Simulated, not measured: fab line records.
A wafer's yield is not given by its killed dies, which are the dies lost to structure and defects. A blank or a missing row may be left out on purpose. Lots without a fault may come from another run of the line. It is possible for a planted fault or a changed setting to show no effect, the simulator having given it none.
Matching of chambers / flow n5_finfet / pecvd-02 running N5_BEOL_M2_DEP_57: 3 sister chambers
The step deposits SiCN from 3MS/NH3, target thk 8 nm, time 14 s. 3 wafers are shown with their chamber, then 11 later ones without.

EACH WAFER AND ITS CHAMBER
wafer=L079.6; chamber=2; showerhead_plenum_p_Torr (Torr)=3.658
wafer=L086.6; chamber=1; showerhead_plenum_p_Torr (Torr)=3.646
wafer=L087.3; chamber=0; showerhead_plenum_p_Torr (Torr)=3.671

WAFERS MISSING THEIR CHAMBER
wafer=L087.5; showerhead_plenum_p_Torr (Torr)=3.674
wafer=L087.6; showerhead_plenum_p_Torr (Torr)=3.656
wafer=L094.3; showerhead_plenum_p_Torr (Torr)=3.670
wafer=L094.4; showerhead_plenum_p_Torr (Torr)=3.654
wafer=L094.6; showerhead_plenum_p_Torr (Torr)=3.666
wafer=L095.2; showerhead_plenum_p_Torr (Torr)=3.675
wafer=L095.5; showerhead_plenum_p_Torr (Torr)=3.680
wafer=L095.6; showerhead_plenum_p_Torr (Torr)=3.649
wafer=L096.4; showerhead_plenum_p_Torr (Torr)=3.678
wafer=L096.5; showerhead_plenum_p_Torr (Torr)=3.645
wafer=L096.6; showerhead_plenum_p_Torr (Torr)=3.654

WHICH CHAMBER EACH ONE RAN IN
wafer=L087.5; from the rows above=0; in truth=0
wafer=L087.6; from the rows above=can't be placed: 2 or 1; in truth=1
wafer=L094.3; from the rows above=0; in truth=0
wafer=L094.4; from the rows above=can't be placed: 2 or 1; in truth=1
wafer=L094.6; from the rows above=can't be placed: 0 or 2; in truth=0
wafer=L095.2; from the rows above=0; in truth=0
wafer=L095.5; from the rows above=0; in truth=0
wafer=L095.6; from the rows above=can't be placed: 1 or 2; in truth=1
wafer=L096.4; from the rows above=0; in truth=0
wafer=L096.5; from the rows above=1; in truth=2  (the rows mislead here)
wafer=L096.6; from the rows above=can't be placed: 2 or 1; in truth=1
5 of 11 placed correctly. Can't be placed from these rows: 5 (the true chamber is among the candidates in 5). Placed wrongly: 1.
How it was worked out, from the rows above alone: a wafer's distance from a chamber is the root of the sum, over the readings, of the square of ((its reading less the chamber's mean) divided by the reading's scatter). If the next closest chamber is less than 2 further off than the closest, the wafer can't be placed; otherwise it belongs to the closest. Each chamber's mean is taken over the wafers shown for it. The scatter: with one shown wafer a chamber, the root of the mean of the squares of how far each hidden wafer lies from its nearest shown one.
